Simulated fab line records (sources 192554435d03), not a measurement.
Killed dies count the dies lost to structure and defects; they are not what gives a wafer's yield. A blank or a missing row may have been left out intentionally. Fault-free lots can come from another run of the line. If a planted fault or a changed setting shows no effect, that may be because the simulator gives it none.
Comparing a struck lot with a sound one | flow n5 finfet | 37 steps out of a route of 1938
Sound: the wafers L102.1, L102.2, L102.5. Struck: wafer L114.5 (left out: L114.1, L114.3 of the same lot, which were not struck); the cause appears at the end.
Order at every step that has rows: each side's tool, ch and its chambers, its first start. Under that, the readings that differ: sound wafers | struck wafers | difference of the means | sigmas: that difference in standard deviations of wafers without a fault.
alike: a reading whose means differ by less than 2 such deviations, as well as words and numbers matching on both sides. not compared: withheld readings; readings where some wafer has no value; bounds like >300 that might hide an equal value; numbers whose values overlap and for which the record gives no deviation.
A row with sigmas, a row that says differs or no value, or rows on one side alone: a step with any of these is where the two part. When numbers do not overlap yet have no deviation, they are printed without sigmas and do not part them. A reading missing from all wafers of one side parts the sides only when that side holds two or more wafers.

first, 8 steps without rows for these wafers: N5_MOL_CONTACT_COAG_SRD_139 (time 30 s); N5_MOL_CONTACT_COAG_PRE_CLEAN_121; N5_MOL_CONTACT_COAG_CVD_140 (deposits W, target thk 66.5 nm, time 215 s); N5_MOL_CONTACT_COAG_PRECLEAN_127 (cleans in DIW, time 57.5 s); N5_MOL_CONTACT_COAG_SRD_128 (dry time 32 s); N5_MOL_CONTACT_COAG_CMP_52 (polishes, stops on SiO2, t overpolish 1.5 s, target thk 66.5 nm); N5_MOL_CONTACT_COAG_ANNEAL_112 (time 1800 s); N5_BEOL_M0_SAQP_PECVD_00 (deposits SiCN from 3MS/NH3, target thk 8 nm, time 14 s).
N5_BEOL_M0_SAQP_ILD_DEP_01: deposits SiOC from DEMS/O2, target thk 45.419 nm, time 8.7 s.
  sound on pecvd-03 ch 0,1,2, day 5 20:19; struck on pecvd-03 ch 0, day 8 23:05
  reading                                           | sound        | struck | difference | sigmas
  model.SiOC_of_BEOL_M0_SAQP_ILD_DEP_01.thk nm (nm) | 44.4 45 45.6 | 43.2   | -1.8       |
  alike: heater power w, showerhead plenum p Torr, throttle valve pct
then, 25 steps without rows for these wafers: N5_BEOL_M0_SAQP_HM_DEP_02 (deposits TiN, target thk 12 nm); N5_BEOL_M0_SAQP_PECVD_03 (deposits SiCN from 3MS/NH3, target thk 12 nm, time 21.1 s); N5_BEOL_M0_SAQP_PECVD_96 (deposits a-Si from SiH4/He, target thk 45 nm, time 45.2 s); N5_BEOL_M0_SAQP_PECVD_97 (deposits SiNx from SiH4/NH3/N2, target thk 23 nm, time 19.9 s); N5_BEOL_M0_SAQP_PECVD_04 (deposits a-Si from SiH4/He, target thk 60 nm, time 60.2 s); N5_BEOL_M0_SAQP_HM_DEP_111 (deposits SiO2 from SiH4/N2O, target thk 12 nm, time 7.2 s); N5_BEOL_M0_SAQP_COAT_81 (time 60 s, resist thk 100 nm); N5_BEOL_M0_SAQP_COAT_82 (time 60 s, resist thk 30 nm); N5_BEOL_M0_SAQP_COAT_08 (resist thk 90 nm); N5_BEOL_M0_SAQP_EBR_10; N5_BEOL_M0_SAQP_SOFTBAKE_09 (time 60 s); N5_BEOL_M0_SAQP_EXPOSE_11 (exposes mask M0 CORE, target cd 42 nm); N5_BEOL_M0_SAQP_PEB_12 (peb time 60 s); N5_BEOL_M0_SAQP_DEVELOP_13 (develop time 30 s); N5_BEOL_M0_SAQP_DESCUM_19 (chemistry O2, time 7.9 s); N5_BEOL_M0_SAQP_ETCH_83 (etches SiARC in CF4, target depth 39 nm, time 65 s); N5_BEOL_M0_SAQP_ETCH_84 (etches SOC in N2/H2, target depth 100 nm, overetch 20 nm, time 150 s); N5_BEOL_M0_SAQP_STRIP_80 (strips in N2/H2); N5_BEOL_M0_SAQP_HM_OPEN_112 (chemistry CHF3/O2, target SiO2, stops on a-Si, target depth 12 nm, time 13.5 s); N5_BEOL_M0_SAQP_STRIP_113 (strips in CHF3/O2); N5_BEOL_M0_SAQP_MANDREL_ETCH_20 (etches a-Si in HBr/Cl2, stops on SiNx, target depth 60 nm, bt time 10 s, time 30 s); N5_BEOL_M0_SAQP_STRIP_86 (strips in N2/H2); N5_BEOL_M0_SAQP_STRIP_115 (strips in post etch residue remover, time 60 s); N5_BEOL_M0_SAQP_SRD_93 (time 30 s); N5_BEOL_M0_SAQP_RECESS_114 (chemistry HF/NH3, target SiO2, target depth 14.4 nm, afs cycles 3, sublimation time 60 s).
N5_BEOL_M0_CMP_120: polishes, stops on SiOC, t overpolish 6.9 s.
  sound on cmp-03 ch 2,3, day 6 12:31; struck on cmp-04 ch 3, day 9 12:26
  reading                                           | sound        | struck | difference | sigmas
  motor current A (A)                               | 6.7 7.5 6.6  | 5.5    | -1.4       | -2
  model.SiOC_of_BEOL_M0_SAQP_ILD_DEP_01.thk nm (nm) | 38.4 39 39.6 | 37.2   | -1.8       |
  alike: barrier field endpoint s, overpolish run s, time to endpoint s
-- a jump in the record: the struck wafers' starts before and after are 2 days apart (it breaks off in module BEOL_M0 and resumes in module BEOL_M4, where the first step shown is number 1111 of the route) --
N5_BEOL_M4_RC_MEAS_101:
  sound on prober-01 ch 0, day 8 15:10; struck on prober-02 ch 0, day 11 18:33
  reading   | sound          | struck | difference | sigmas
  VT_P (mV) | -253 -252 -255 | -247   | +6         | +2
  alike: DIBL_N, DIBL_P, IOFF_N, IOFF_P, ION_N, ION_P, SS_N, SS_P, VT_N
after that, 1 step had no rows for these wafers: N5_PASSIVATION_PROBE_49.

WHERE THEY PART
Last at N5_BEOL_M4_RC_MEAS_101 as far as this record goes, first at N5_BEOL_M0_CMP_120.

WHY: what the simulator had put in
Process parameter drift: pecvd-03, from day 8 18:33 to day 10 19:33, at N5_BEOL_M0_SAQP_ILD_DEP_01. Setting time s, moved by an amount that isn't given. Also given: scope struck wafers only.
